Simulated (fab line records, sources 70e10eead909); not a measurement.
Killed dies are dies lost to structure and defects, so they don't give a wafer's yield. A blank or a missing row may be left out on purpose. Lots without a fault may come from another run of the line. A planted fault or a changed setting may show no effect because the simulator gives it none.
fab line records | flow nand_harc
record lots=24 wafers=72 last_day=25
route steps=1159 shown A_STAIRCASE@710 A_SGD_CUT@761
lots that met no fault: from a run of the same line without faults
start_h: hours from the record's first day to the start of the lot's first wafer shown | wait_h: hours since the lot's step before | " the same as in the row above | L1.1+2: a row that stands for several wafers | - no value, or no start given | * or withheld: withheld | < > ~ a bound
route shown NAME@n: a module of which the file shows steps, and the number in the route of the first | usual: mean/standard deviation of fault-free wafers | same: alike in all rows | chamber/n: place in a boat | sites: the reading at each site | _std_site: their standard deviation | _edge_site: outer sites' mean less inner sites' | radius_mm: how far each site lies from the wafer's centre | mask NAME#n: copy n | behind: the tool/chamber that last shaped the wafer | hold: why the lot was held/for how many hours/how that ended | device: the transistor (n, p or np) that didn't switch | end of line: the same wafers' tests at the end of the route | a step without rows: its recipe alone | killed: dies lost to structure and defects at the first sort, not the wafer's yield | map: a wafer's dies, x killed, . not, _ none there
set.NAME: the setting as run; set.NAME@STEP: as run at that earlier step | model.NAME: the simulator's own value behind a step, which no gauge read
steps of the route over a sample of lots; a table a step, a row a wafer
services: from which hour (start_h, from the record's first day; less than 0 if before it) a tool's chamber was out of use, for how many hours, and why
## steps
# step NHARC_A_STAIRCASE_DEP_322
# recipe target_thk_a=38000 temp_c=400 target_thk_nm=3800 teos_flow_sccm=200 rf_w=500 material=SiO2
# usual heater_power_w=633/62
# columns lot.wafer tool chamber start_h wait_h heater_power_w
L075.1 pecvd-04 1 275.47 0.3 592
L075.3 " 0 " " 648
L075.6 " 0 " " 618
L074.1 pecvd-04 1 282.00 0.3 690
L074.5 " 2 " " 535
L074.4 " 0 " " 628
L078.3 pecvd-01 1 298.42 0.1 753
L078.1 " 2 " " 740
L078.4 " 0 " " 544
L077.2 pecvd-04 2 298.59 0.2 556
L077.5 " 2 " " 543
L077.4 " 0 " " 624
L076.2 pecvd-01 0 299.10 0.7 672
L076.4 " 2 " " 614
L076.6 " 1 " " 618
L079.2 pecvd-01 0 312.24 0.1 662
L079.3 " 1 " " 650
L079.6 " 1 " " 611
L080.2 pecvd-04 2 312.44 0.3 603
L080.5 " 0 " " 647
L080.6 " 1 " " 578
L081.1 pecvd-01 1 329.53 0.3 694
L081.6 " 2 " " 603
L081.4 " 1 " " 611
L082.3 pecvd-04 2 337.36 0.1 578
L082.2 " 1 " " 696
L082.5 " 2 " " 547
L084.1 pecvd-01 0 343.93 0.1 606
L084.2 " 2 " " 755
L084.6 " 0 " " 551
L083.1 pecvd-04 0 344.04 0.2 761
L083.2 " 1 " " 710
L083.3 " 2 " " 648
L085.3 pecvd-03 2 344.11 0.2 665
L085.1 " 1 " " 618
L085.6 " 0 " " 639
L088.3 pecvd-01 0 367.30 0.2 676
L088.1 " 1 " " 623
L088.6 " 0 " " 535
L087.3 pecvd-03 1 367.37 0.3 723
L087.4 " 2 " " 631
L087.5 " 0 " " 603
L086.1 pecvd-04 0 367.38 0.3 653
L086.6 " 2 " " 539
L086.4 " 0 " " 616
L089.3 pecvd-04 1 375.87 0.3 717
L089.6 " 0 " " 635
L089.5 " 1 " " 580
L090.3 pecvd-01 0 386.29 0.1 552
L090.1 " 1 " " 668
L090.6 " 0 " " 535
L091.1 pecvd-01 2 392.86 0.1 746
L091.3 " 0 " " 574
L091.4 " 1 " " 610
L092.1 pecvd-03 2 392.95 0.2 736
L092.3 " 0 " " 730
L092.6 " 2 " " 615
L093.2 pecvd-04 2 407.29 0.1 675
L093.5 " 0 " " 628
L093.4 " 1 " " 624
L094.3 pecvd-04 0 411.09 0.1 760
L094.1 " 2 " " 589
L094.5 " 1 " " 625
L095.3 pecvd-03 2 417.35 0.1 729
L095.1 " 0 " " 718
L095.2 " 1 " " 675
L096.1 pecvd-04 2 417.46 0.2 686
L096.6 " 0 " " 620
L096.5 " 1 " " 619
L097.3 pecvd-04 2 439.31 0.1 600
L097.2 " 1 " " 656
L097.5 " 1 " " 642
# step NHARC_A_STAIRCASE_CMP_450
# recipe target_thk_nm=200 material=SiO2
# usual motor_current_A=12.5/1.4
# columns lot.wafer tool chamber start_h wait_h motor_current_A
L075.1 cmp-03 1 296.22 - 13.8
L075.3 " 3 " " 11.4
L075.6 " 1 " " 13.5
L074.1 cmp-02 3 302.17 - 11.2
L074.4 " 0 " " 10.4
L074.5 " 0 " " 10.7
L077.4 cmp-03 1 318.79 - 13.0
L077.2 " 2 " " 14.2
L077.5 " 1 " " 13.5
L076.2 cmp-02 0 318.96 - 10.3
L076.4 " 2 " " 13.4
L076.6 " 3 " " 11.5
L078.4 cmp-01 0 319.10 - 11.4
L078.3 " 1 " " 11.2
L078.1 " 2 " " 12.6
L080.2 cmp-02 1 338.26 - 11.9
L080.5 " 1 " " 13.4
L080.6 " 2 " " 13.1
L079.3 cmp-01 2 338.56 - 12.5
L079.2 " 0 " " 12.0
L079.6 " 1 " " 11.4
L081.1 cmp-02 3 349.66 - 12.0
L081.4 " 0 " " 10.1
L081.6 " 1 " " 12.8
L082.3 cmp-02 2 358.79 - 13.3
L082.2 " 1 " " 12.1
L082.5 " 3 " " 11.8
L083.3 cmp-01 0 362.47 - 12.3
L083.2 " 1 " " 11.1
L083.1 " 2 " " 11.5
L084.1 cmp-02 3 362.75 - 11.2
L084.2 " 1 " " 12.5
L084.6 " 2 " " 12.9
L085.1 cmp-03 0 363.04 - 15.4
L085.3 " 2 " " 13.6
L085.6 " 1 " " 12.9
L088.1 cmp-03 2 387.09 - 14.2
L088.3 " 3 " " 11.4
L088.6 " 1 " " 13.6
L086.1 cmp-01 1 387.16 - 11.5
L086.4 " 2 " " 12.3
L086.6 " 1 " " 11.7
L087.4 cmp-02 0 388.13 - 10.5
L087.3 " 1 " " 12.7
L087.5 " 0 " " 9.9
L089.3 cmp-01 0 396.55 - 12.3
L089.5 " 3 " " 10.0
L089.6 " 0 " " 12.1
L090.3 cmp-02 3 407.14 - 11.4
L090.1 " 0 " " 10.6
L090.6 " 0 " " 10.2
L092.3 cmp-03 2 412.26 - 13.8
L092.1 " 0 " " 14.3
L092.6 " 3 " " 11.3
L091.4 cmp-03 1 414.17 - 13.3
L091.1 " 2 " " 13.7
L091.3 " 3 " " 11.9
L093.2 cmp-03 2 425.27 - 13.7
L093.4 " 1 " " 13.6
L093.5 " 3 " " 11.4
L094.1 cmp-03 2 432.33 - 13.6
L094.3 " 3 " " 11.8
L094.5 " 0 " " 14.4
L095.3 cmp-03 2 436.67 - 13.2
L095.1 " 3 " " 11.8
L095.2 " 0 " " 14.3
L096.1 cmp-03 2 436.90 - 14.3
L096.5 " 3 " " 11.3
L096.6 " 0 " " 13.7
L097.3 cmp-03 0 459.02 - 14.1
L097.2 " 2 " " 14.2
L097.5 " 3 " " 11.5
# step NHARC_A_STAIRCASE_CMP_152
# usual motor_current_A=12.5/1.4
# columns lot.wafer tool chamber start_h wait_h motor_current_A
L075.1 cmp-03 1 296.30 0.1 13.6
L075.3 " 3 " " 11.4
L075.6 " 1 " " 13.1
L074.1 cmp-02 3 302.24 0.1 11.4
L074.4 " 0 " " 10.4
L074.5 " 0 " " 10.9
L077.4 cmp-03 1 318.86 0.1 13.1
L077.2 " 2 " " 13.7
L077.5 " 1 " " 13.9
L076.2 cmp-02 0 319.03 0.1 10.1
L076.4 " 2 " " 13.3
L076.6 " 3 " " 11.4
L078.4 cmp-01 0 319.18 0.1 11.2
L078.3 " 1 " " 12.1
L078.1 " 2 " " 12.1
L080.2 cmp-02 1 338.33 0.1 12.5
L080.5 " 1 " " 12.6
L080.6 " 2 " " 14.0
L079.3 cmp-01 2 338.63 0.1 12.2
L079.2 " 0 " " 12.8
L079.6 " 1 " " 11.2
L081.1 cmp-02 3 349.74 0.1 11.4
L081.4 " 0 " " 10.2
L081.6 " 1 " " 13.0
L082.3 cmp-02 2 358.86 0.1 13.5
L082.2 " 1 " " 13.0
L082.5 " 3 " " 12.0
L083.3 cmp-01 0 362.54 0.1 12.2
L083.2 " 1 " " 11.4
L083.1 " 2 " " 11.7
L084.1 cmp-02 3 362.83 0.1 11.4
L084.2 " 1 " " 12.3
L084.6 " 2 " " 13.4
L085.1 cmp-03 0 363.11 0.1 14.6
L085.3 " 2 " " 14.3
L085.6 " 1 " " 13.5
L088.1 cmp-03 2 387.17 0.1 14.3
L088.3 " 3 " " 10.9
L088.6 " 1 " " 13.6
L086.1 cmp-01 1 387.24 0.1 11.2
L086.4 " 2 " " 11.9
L086.6 " 1 " " 11.2
L087.4 cmp-02 0 388.20 0.1 10.7
L087.3 " 1 " " 12.1
L087.5 " 0 " " 10.6
L089.3 cmp-01 0 396.63 0.1 12.4
L089.5 " 3 " " 10.0
L089.6 " 0 " " 12.0
L090.3 cmp-02 3 407.21 0.1 12.0
L090.1 " 0 " " 10.2
L090.6 " 0 " " 10.4
L092.3 cmp-03 2 412.33 0.1 13.9
L092.1 " 0 " " 14.0
L092.6 " 3 " " 11.2
L091.4 cmp-03 1 414.25 0.1 13.8
L091.1 " 2 " " 14.0
L091.3 " 3 " " 11.8
L093.2 cmp-03 2 425.34 0.1 14.1
L093.4 " 1 " " 14.0
L093.5 " 3 " " 11.5
L094.1 cmp-03 2 432.41 0.1 14.3
L094.3 " 3 " " 12.0
L094.5 " 0 " " 15.0
L095.3 cmp-03 2 436.75 0.1 14.2
L095.1 " 3 " " 11.9
L095.2 " 0 " " 14.6
L096.1 cmp-03 2 436.98 0.1 13.8
L096.5 " 3 " " 11.5
L096.6 " 0 " " 14.2
L097.3 cmp-03 0 459.10 0.1 14.8
L097.2 " 2 " " 13.7
L097.5 " 3 " " 11.4
# step NHARC_A_SGD_CUT_DESCUM_14
# recipe time_s=3 o2_flow_sccm=200 ar_flow_sccm=0 bias_power_w=0 chemistry=O2
# usual drypump_motor_current_A=5.7/0.34 o2_flow_sccm=200.0/0.61 oes_product_au=1.001/0.01 rf_vpp_V=57.8/0.95 showerhead_plenum_p_Torr=1.93/0.1 throttle_valve_pct=11.311/0.0088
# columns lot.wafer tool chamber start_h wait_h drypump_motor_current_A o2_flow_sccm oes_product_au rf_hours_counter_h rf_vpp_V showerhead_plenum_p_Torr throttle_valve_pct
L075.1 rie_diel-13 3 299.25 0.1 5.8 200.5 1.006 1 58.2 2.06 11.310
L075.3 " 2 " " 5.9 199.3 0.987 1 58.2 2.05 11.310
L075.6 " 3 " " 5.8 199.4 1.004 - 58.4 2.06 11.291
L074.1 rie_diel-12 3 304.90 0.1 5.7 200.8 1.022 9 58.7 2.04 11.314
L074.4 " 0 " " 6.2 199.6 1.004 10 57.9 1.85 11.309
L074.5 " 0 " " 6.3 199.0 0.999 - 59.0 1.85 11.318
L077.4 rie_diel-08 1 321.58 0.1 6.3 199.9 0.998 1 59.0 1.98 11.287
L077.2 " 3 " " 5.7 199.6 1.023 1 57.0 1.84 11.312
L077.5 " 1 " " 6.3 199.5 0.999 - 57.2 1.99 11.324
L076.2 rie_diel-13 2 321.93 0.1 6.0 200.2 0.984 3 58.5 2.05 11.314
L076.6 " 1 " " 5.5 199.6 0.999 - 57.9 1.83 11.301
L076.4 " 2 " " 6.0 199.7 0.985 - 58.1 2.05 11.314
L078.4 rie_diel-12 0 322.06 0.1 6.3 200.2 1.002 12 57.1 1.85 11.319
L078.1 " 1 " " 4.8 200.5 1.008 11 57.2 1.83 11.306
L078.3 " 2 " " 5.7 199.7 0.983 11 57.7 1.93 11.306
L080.2 rie_diel-12 0 341.18 0.1 6.2 199.5 1.002 14 56.3 1.85 11.316
L080.6 " 1 " " 4.8 199.9 1.008 - 58.2 1.83 11.311
L080.5 " 2 " " 5.7 199.6 0.994 - 58.3 1.93 11.308
L079.3 rie_diel-13 2 341.37 0.1 5.9 200.6 0.986 4 58.1 2.05 11.315
L079.2 " 1 " " 5.5 199.2 1.011 3 56.0 1.83 11.325
L079.6 " 2 " " 6.0 200.1 0.989 - 57.9 2.05 11.323
L081.1 rie_diel-13 3 352.70 0.1 5.8 200.0 0.999 5 58.1 2.06 11.303
L081.4 " 1 " " 5.5 199.2 1.006 4 58.1 1.83 11.321
L081.6 " 0 " " 5.6 200.8 1.002 - 58.2 1.79 11.306
L082.2 rie_diel-12 2 363.02 0.1 5.7 199.8 0.993 15 58.7 1.93 11.320
L082.3 " 3 " " 5.8 199.4 1.008 15 59.5 2.04 11.309
L082.5 " 2 " " 5.8 201.0 1.004 - 55.6 1.93 11.310
L083.3 rie_diel-08 3 369.05 0.1 5.6 200.4 1.014 5 56.2 1.84 11.318
L083.2 " 0 " " 5.9 199.1 0.994 5 57.3 1.90 11.307
L083.1 " 2 " " 6.0 200.7 0.999 5 59.6 2.02 11.313
L084.1 rie_diel-12 1 369.08 0.1 4.8 200.1 0.999 15 58.9 1.83 11.315
L084.2 " 2 " " 5.8 199.2 0.991 15 57.3 1.93 11.309
L084.6 " 1 " " 4.8 199.6 1.000 - 57.3 1.83 11.317
L085.1 rie_diel-13 3 369.10 0.1 5.8 199.6 1.002 6 58.1 2.06 11.308
L085.3 " 0 " " 5.7 199.5 0.998 4 57.8 1.79 11.313
L085.6 " 2 " " 5.9 200.3 0.987 - 57.8 2.05 11.319
L088.1 rie_diel-12 2 389.92 0.1 5.7 200.6 0.997 0 58.1 1.93 11.295
L088.3 " 0 " " 6.2 199.5 1.004 0 57.0 1.85 11.316
L088.6 " 2 " " 5.7 201.1 1.009 - 58.9 1.93 11.315
L086.4 rie_diel-13 3 390.09 0.1 5.8 199.5 1.004 7 58.7 2.06 11.308
L086.1 " 1 " " 5.5 198.8 1.007 7 56.7 1.83 11.298
L086.6 " 3 " " 5.8 199.9 1.003 - 58.3 2.06 11.312
L087.3 rie_diel-13 1 390.95 0.1 5.5 200.9 0.998 7 58.6 1.83 11.312
L087.4 " 2 " " 6.0 199.5 0.982 8 58.1 2.05 11.324
L087.5 " 2 " " 6.0 199.6 0.983 - 57.5 2.05 11.318
L089.3 rie_diel-13 1 399.47 0.1 5.5 200.4 1.011 7 58.6 1.83 11.308
L089.5 " 1 " " 5.5 201.2 1.004 - 57.7 1.83 11.319
L089.6 " 2 " " 6.0 199.2 0.984 - 58.2 2.05 11.308
L090.1 rie_diel-08 2 410.16 0.1 6.0 200.5 1.001 10 57.1 2.02 11.329
L090.3 " 3 " " 5.7 198.6 1.014 10 58.4 1.84 11.303
L090.6 " 3 " " 5.7 199.4 1.011 - 58.0 1.84 11.309
L092.3 rie_diel-13 1 415.11 0.1 5.5 201.0 1.003 9 56.5 1.83 11.310
L092.1 " 2 " " 6.0 199.9 0.985 9 56.9 2.04 11.308
L092.6 " 3 " " 5.8 200.4 0.996 - 57.9 2.06 11.310
L091.4 rie_diel-13 1 416.92 0.1 5.5 199.4 0.999 9 57.3 1.83 11.319
L091.1 " 2 " " 6.0 200.0 0.980 9 57.9 2.04 11.320
L091.3 " 3 " " 5.8 200.2 0.989 10 59.0 2.05 11.315
L093.2 rie_diel-12 1 428.22 0.1 4.8 200.5 1.002 5 57.5 1.83 11.314
L093.4 " 2 " " 5.7 200.0 1.004 5 58.3 1.93 11.313
L093.5 " 0 " " 6.2 200.3 1.003 - 56.6 1.85 11.312
L094.3 rie_diel-13 2 435.20 0.1 5.9 199.5 0.992 11 58.8 2.04 11.295
L094.1 " 3 " " 5.8 199.5 1.002 11 56.8 2.05 11.289
L094.5 " 2 " " 5.9 199.6 0.988 - 59.1 2.04 11.302
L095.1 rie_diel-13 0 439.30 0.1 5.6 200.1 1.007 9 56.9 1.79 11.294
L095.2 " 1 " " 5.5 200.7 1.013 11 56.7 1.83 11.305
L095.3 " 2 " " 6.0 199.5 0.976 12 58.9 2.04 11.314
L096.1 rie_diel-08 0 439.84 0.1 6.0 199.0 0.993 13 57.5 1.89 11.314
L096.5 " 3 " " 5.6 199.9 1.011 - 58.3 1.84 11.309
L096.6 " 0 " " 5.9 198.9 0.994 - 57.2 1.89 11.315
L097.3 rie_diel-13 2 462.34 0.1 6.0 200.7 1.004 0 58.4 2.04 11.314
L097.2 " 1 " " 5.5 199.6 1.003 0 56.0 1.83 11.310
L097.5 " 2 " " 5.9 199.6 0.998 - 60.0 2.04 11.317
# step NHARC_A_SGD_CUT_ETCH_15
# recipe target_depth_a=750 time_s=64.3 ch3f_flow_sccm=50 o2_flow_sccm=30 ar_flow_sccm=200 rf_w=500 bias_w=100 chemistry=CH3F/O2
# usual drypump_motor_current_A=5.7/0.32 o2_flow_sccm=29.97/0.095 oes_product_au=0.968/0.016 rf_vpp_V=264.1/2.1 showerhead_plenum_p_Torr=2.48/0.13 throttle_valve_pct=20.664/0.0086
# columns lot.wafer tool chamber start_h wait_h drypump_motor_current_A o2_flow_sccm oes_product_au rf_hours_counter_h rf_vpp_V showerhead_plenum_p_Torr throttle_valve_pct
L075.1 rie_diel-13 3 - - 5.8 29.96 0.975 1 265.6 2.64 20.658
L075.3 " 0 " " 5.7 30.11 0.975 1 261.3 2.30 20.674
L075.6 " 1 " " 5.5 29.95 0.991 - 263.5 2.36 20.656
L074.1 rie_diel-12 0 - - 6.3 30.02 0.958 10 262.0 2.38 20.660
L074.4 " 3 " " 5.7 29.90 0.971 9 265.2 2.62 20.663
L074.5 " 1 " " 4.8 29.87 0.986 - 262.2 2.36 20.656
L077.4 rie_diel-08 2 - - 6.0 29.99 0.992 1 265.4 2.59 20.662
L077.2 " 1 " " 6.3 29.88 0.956 1 264.5 2.55 20.655
L077.5 " 2 " " 5.9 30.15 0.997 - 264.3 2.59 20.656
L076.2 rie_diel-13 1 - - 5.5 30.05 0.977 2 263.3 2.36 20.665
L076.4 " 1 " " 5.5 30.00 0.966 - 262.0 2.36 20.671
L076.6 " 3 " " 5.8 29.80 0.966 - 266.8 2.64 20.666
L078.1 rie_diel-12 0 - - 6.2 29.97 0.955 13 263.1 2.38 20.664
L078.4 " 1 " " 4.8 29.84 0.946 11 263.5 2.36 20.667
L078.3 " 2 " " 5.8 30.03 0.953 12 264.5 2.48 20.665
L080.2 rie_diel-12 1 - - 4.8 30.07 0.959 13 262.6 2.36 20.669
L080.5 " 2 " " 5.8 30.18 0.944 - 263.9 2.48 20.655
L080.6 " 3 " " 5.7 29.99 0.975 - 267.0 2.62 20.655
L079.3 rie_diel-13 3 - - 5.8 29.80 0.951 4 264.9 2.64 20.668
L079.2 " 2 " " 6.0 30.06 0.953 4 266.4 2.62 20.668
L079.6 " 3 " " 5.8 30.00 0.955 - 267.3 2.64 20.666
L081.4 rie_diel-13 3 - - 5.8 29.96 0.958 5 266.6 2.64 20.658
L081.1 " 1 " " 5.5 29.87 0.975 5 261.2 2.36 20.672
L081.6 " 0 " " 5.6 30.03 0.966 - 261.9 2.30 20.664
L082.3 rie_diel-12 2 - - 5.7 30.01 0.946 15 263.0 2.48 20.659
L082.2 " 1 " " 4.8 30.07 0.980 15 262.2 2.36 20.668
L082.5 " 3 " " 5.7 29.93 0.969 - 267.4 2.62 20.665
L083.2 rie_diel-08 2 - - 6.0 29.99 0.984 5 265.1 2.59 20.655
L083.1 " 3 " " 5.6 29.97 0.968 5 262.5 2.36 20.655
L083.3 " 0 " " 5.8 29.96 0.953 5 263.2 2.44 20.667
L084.2 rie_diel-12 1 - - 4.8 29.94 0.962 15 263.7 2.36 20.671
L084.1 " 2 " " 5.8 30.00 0.973 15 264.7 2.48 20.678
L084.6 " 1 " " 4.8 29.94 0.968 - 262.5 2.36 20.682
L085.1 rie_diel-13 3 - - 5.8 29.95 0.966 6 266.1 2.64 20.662
L085.3 " 0 " " 5.6 29.95 0.974 4 259.3 2.30 20.682
L085.6 " 3 " " 5.8 29.86 0.972 - 267.1 2.64 20.664
L088.3 rie_diel-12 3 - - 5.7 29.99 0.964 0 266.0 2.62 20.652
L088.1 " 1 " " 4.8 30.07 0.981 0 261.6 2.35 20.670
L088.6 " 3 " " 5.7 29.81 0.965 - 266.5 2.62 20.679
L086.4 rie_diel-13 3 - - 5.8 29.89 0.956 7 266.1 2.64 20.666
L086.1 " 0 " " 5.6 29.95 0.969 5 261.6 2.30 20.664
L086.6 " 3 " " 5.8 30.01 0.963 - 265.8 2.64 20.664
L087.3 rie_diel-13 2 - - 6.0 29.93 0.950 8 265.5 2.62 20.668
L087.4 " 3 " " 5.8 30.26 0.997 8 266.6 2.63 20.673
L087.5 " 2 " " 6.0 30.22 0.941 - 265.3 2.62 20.653
L089.3 rie_diel-13 2 - - 6.0 29.96 0.954 8 267.5 2.62 20.678
L089.6 " 3 " " 5.8 30.00 0.978 - 266.2 2.64 20.661
L089.5 " 0 " " 5.6 30.03 0.998 - 261.4 2.30 20.667
L090.3 rie_diel-08 2 - - 6.0 29.96 0.926 11 265.7 2.59 20.660
L090.1 " 3 " " 5.6 30.08 0.947 10 262.6 2.36 20.653
L090.6 " 0 " " 5.9 29.86 0.927 - 263.8 2.44 20.660
L092.1 rie_diel-13 3 - - 5.8 29.80 0.944 9 267.7 2.63 20.664
L092.3 " 1 " " 5.5 29.98 0.993 9 261.2 2.36 20.670
L092.6 " 0 " " 5.6 30.11 0.953 - 262.3 2.30 20.663
L091.3 rie_diel-13 3 - - 5.8 30.11 0.968 10 267.0 2.63 20.654
L091.4 " 1 " " 5.5 29.94 0.967 9 260.6 2.36 20.666
L091.1 " 2 " " 6.0 29.92 0.948 10 265.3 2.62 20.653
L093.2 rie_diel-12 0 - - 6.2 30.00 0.969 5 262.3 2.38 20.643
L093.4 " 1 " " 4.8 30.13 0.967 5 262.0 2.35 20.655
L093.5 " 3 " " 5.7 29.86 0.971 - 265.8 2.61 20.663
L094.3 rie_diel-13 1 - - 5.5 30.03 0.963 10 262.4 2.36 20.652
L094.1 " 0 " " 5.6 29.85 0.965 9 261.7 2.30 20.648
L094.5 " 1 " " 5.5 30.09 0.957 - 262.6 2.36 20.657
L095.3 rie_diel-13 0 - - 5.6 29.97 0.959 9 261.1 2.30 20.676
L095.1 " 1 " " 5.5 29.89 0.967 11 263.8 2.35 20.659
L095.2 " 2 " " 6.0 30.14 0.955 12 267.9 2.62 20.671
L096.1 rie_diel-08 0 - - 5.9 29.84 0.958 14 262.0 2.44 20.662
L096.5 " 3 " " 5.6 29.83 0.974 - 263.2 2.36 20.670
L096.6 " 2 " " 6.0 29.95 0.966 - 265.5 2.58 20.656
L097.3 rie_diel-13 3 - - 5.8 30.04 0.986 0 266.9 2.63 20.668
L097.2 " 0 " " 5.6 30.12 1.007 0 259.7 2.30 20.677
L097.5 " 0 " " 5.6 29.97 1.006 - 261.6 2.30 20.663
# step NHARC_A_SGD_CUT_STRIP_17
# recipe o2_flow_sccm=500 ar_flow_sccm=0 bias_w=0 chemistry=O2
# usual drypump_motor_current_A=5.7/0.35 o2_flow_sccm=500.1/1.5 oes_product_au=1.002/0.011 rf_vpp_V=57.9/0.97 showerhead_plenum_p_Torr=3.56/0.18 throttle_valve_pct=17.034/0.0087
# columns lot.wafer tool chamber start_h wait_h drypump_motor_current_A o2_flow_sccm oes_product_au rf_hours_counter_h rf_vpp_V showerhead_plenum_p_Torr throttle_valve_pct
L075.1 rie_diel-13 1 - - 5.5 496.7 1.009 1 57.2 3.39 17.019
L075.3 " 3 " " 5.8 501.2 0.999 1 57.8 3.78 17.036
L075.6 " 1 " " 5.5 500.0 1.019 - 57.3 3.39 17.027
L074.4 rie_diel-12 0 - - 6.2 499.6 1.016 10 56.6 3.42 17.040
L074.1 " 1 " " 4.8 501.1 1.022 9 56.5 3.39 17.044
L074.5 " 2 " " 5.7 499.9 1.008 - 57.0 3.56 17.027
L077.4 rie_diel-08 3 - - 5.7 501.6 1.005 1 57.9 3.40 17.030
L077.2 " 0 " " 5.9 499.6 0.997 2 58.7 3.50 17.029
L077.5 " 1 " " 6.3 501.0 0.986 - 57.8 3.65 17.037
L078.1 rie_diel-12 2 - - 5.7 500.2 0.994 12 59.3 3.56 17.032
L078.4 " 3 " " 5.7 500.4 1.014 12 57.2 3.75 17.039
L078.3 " 0 " " 6.2 499.6 1.004 13 56.9 3.42 17.032
L076.2 rie_diel-13 2 - - 6.0 501.5 0.988 3 58.1 3.76 17.039
L076.4 " 3 " " 5.8 499.4 0.995 - 59.0 3.78 17.039
L076.6 " 2 " " 6.0 502.1 0.994 - 59.5 3.76 17.041
L080.2 rie_diel-12 0 - - 6.2 500.0 1.014 15 57.5 3.42 17.024
L080.5 " 0 " " 6.2 500.7 1.000 - 57.0 3.42 17.030
L080.6 " 1 " " 4.8 500.2 1.000 - 58.0 3.39 17.057
L079.2 rie_diel-13 0 - - 5.6 501.2 1.012 2 56.4 3.31 17.034
L079.3 " 1 " " 5.5 499.6 1.009 4 58.6 3.39 17.037
L079.6 " 2 " " 6.0 502.7 0.985 - 58.4 3.76 17.040
L081.4 rie_diel-13 0 - - 5.6 500.4 1.004 3 57.4 3.31 17.026
L081.1 " 1 " " 5.5 500.5 1.016 5 58.9 3.39 17.028
L081.6 " 2 " " 6.0 501.8 0.985 - 57.6 3.76 17.042
L082.2 rie_diel-12 0 - - 6.3 501.0 1.003 17 56.2 3.42 17.038
L082.3 " 1 " " 4.8 498.8 0.993 15 58.9 3.39 17.035
L082.5 " 1 " " 4.8 497.0 1.000 - 57.3 3.39 17.050
L083.3 rie_diel-08 0 - - 5.9 496.6 0.998 6 58.6 3.50 17.046
L083.1 " 2 " " 6.0 500.9 1.018 6 58.4 3.71 17.053
L083.2 " 3 " " 5.6 497.8 1.028 5 59.0 3.40 17.020
L084.2 rie_diel-12 1 - - 4.8 499.7 1.006 15 56.7 3.39 17.033
L084.1 " 2 " " 5.7 499.8 0.996 15 58.1 3.56 17.038
L084.6 " 1 " " 4.8 499.2 1.004 - 58.3 3.39 17.037
L085.1 rie_diel-13 1 - - 5.5 499.5 1.011 6 58.3 3.39 17.038
L085.3 " 2 " " 6.0 499.0 0.982 7 57.8 3.76 17.024
L085.6 " 2 " " 6.0 499.3 0.985 - 58.1 3.76 17.035
L088.1 rie_diel-12 0 - - 6.3 500.2 1.001 0 59.4 3.42 17.036
L088.3 " 2 " " 5.7 498.4 0.988 0 57.3 3.56 17.018
L088.6 " 0 " " 6.2 501.2 1.007 - 57.2 3.41 17.026
L086.4 rie_diel-13 0 - - 5.6 501.8 1.010 5 56.9 3.31 17.028
L086.1 " 2 " " 6.0 500.0 0.992 8 56.3 3.76 17.053
L086.6 " 0 " " 5.6 498.0 1.012 - 57.8 3.31 17.042
L087.4 rie_diel-13 2 - - 6.0 497.2 0.977 8 56.8 3.75 17.034
L087.3 " 3 " " 5.8 499.0 0.998 8 58.2 3.77 17.026
L087.5 " 3 " " 5.8 497.7 1.005 - 58.1 3.77 17.035
L089.3 rie_diel-13 1 - - 5.5 497.8 1.007 8 56.3 3.39 17.025
L089.5 " 0 " " 5.6 500.1 1.010 - 57.4 3.31 17.030
L089.6 " 1 " " 5.5 499.0 1.002 - 58.1 3.39 17.035
L090.1 rie_diel-08 3 - - 5.6 500.2 1.023 10 56.6 3.40 17.044
L090.3 " 2 " " 6.0 501.0 1.004 11 59.2 3.71 17.044
L090.6 " 2 " " 6.0 501.3 1.007 - 57.3 3.71 17.022
L092.1 rie_diel-13 2 - - 6.0 498.8 0.992 9 58.6 3.75 17.034
L092.3 " 3 " " 5.8 499.1 0.995 10 59.0 3.77 17.036
L092.6 " 3 " " 5.8 501.2 0.995 - 59.4 3.77 17.032
L091.4 rie_diel-13 3 - - 5.8 500.5 0.999 10 58.0 3.77 17.032
L091.1 " 1 " " 5.5 499.4 1.016 9 57.3 3.39 17.038
L091.3 " 2 " " 6.0 500.1 0.982 10 58.9 3.75 17.043
L093.4 rie_diel-12 0 - - 6.3 500.3 1.007 5 59.5 3.41 17.043
L093.2 " 1 " " 4.8 501.2 1.005 6 57.1 3.38 17.038
L093.5 " 0 " " 6.3 500.4 1.004 - 57.7 3.41 17.044
L094.1 rie_diel-13 3 - - 5.8 501.8 0.991 11 58.9 3.77 17.037
L094.3 " 0 " " 5.6 500.0 1.015 9 58.0 3.31 17.031
L094.5 " 3 " " 5.8 502.1 1.007 - 57.7 3.77 17.048
L095.2 rie_diel-13 1 - - 5.5 505.1 1.006 11 57.5 3.38 17.030
L095.1 " 2 " " 6.0 499.1 0.986 12 57.8 3.75 17.042
L095.3 " 3 " " 5.8 499.1 1.003 12 59.3 3.77 17.054
L096.1 rie_diel-08 3 - - 5.7 502.8 1.007 14 57.2 3.39 17.036
L096.5 " 3 " " 5.7 501.5 1.017 - 57.9 3.39 17.045
L096.6 " 0 " " 5.9 499.9 0.992 - 58.0 3.50 17.022
L097.2 rie_diel-13 2 - - 6.0 501.0 1.007 0 58.2 3.75 17.032
L097.3 " 3 " " 5.8 499.9 1.015 0 59.4 3.77 17.039
L097.5 " 3 " " 5.8 499.1 0.999 - 58.1 3.77 17.047
## services
# columns tool chamber start_h hours kind
cmp-03 - 253.45 1.7 repair
rie_diel-08 2 261.97 1.4 repair
rie_diel-13 - 276.00 9.0 pm
cmp-02 - 284.55 0.6 repair
rie_diel-08 2 285.64 2.5 repair
rie_diel-08 - 296.67 0.5 repair
rie_diel-08 - 301.80 9.0 pm
rie_diel-13 1 312.36 8.3 repair
rie_diel-08 - 313.63 0.4 repair
rie_diel-13 0 315.33 10.7 repair
cmp-02 - 324.61 4.0 pm
rie_diel-13 3 333.05 4.0 repair
cmp-03 - 353.17 4.0 pm
cmp-02 - 374.24 0.5 repair
rie_diel-12 - 379.51 9.0 pm
cmp-02 - 394.81 0.8 repair
rie_diel-13 0 409.66 5.0 repair
rie_diel-13 - 413.14 0.2 repair
cmp-02 - 422.61 4.0 pm
cmp-02 - 432.13 1.4 repair
cmp-02 - 447.48 0.7 repair
rie_diel-12 2 448.39 1.4 repair
cmp-03 - 451.17 4.0 pm
rie_diel-13 - 453.00 9.0 pm
## key
fault none
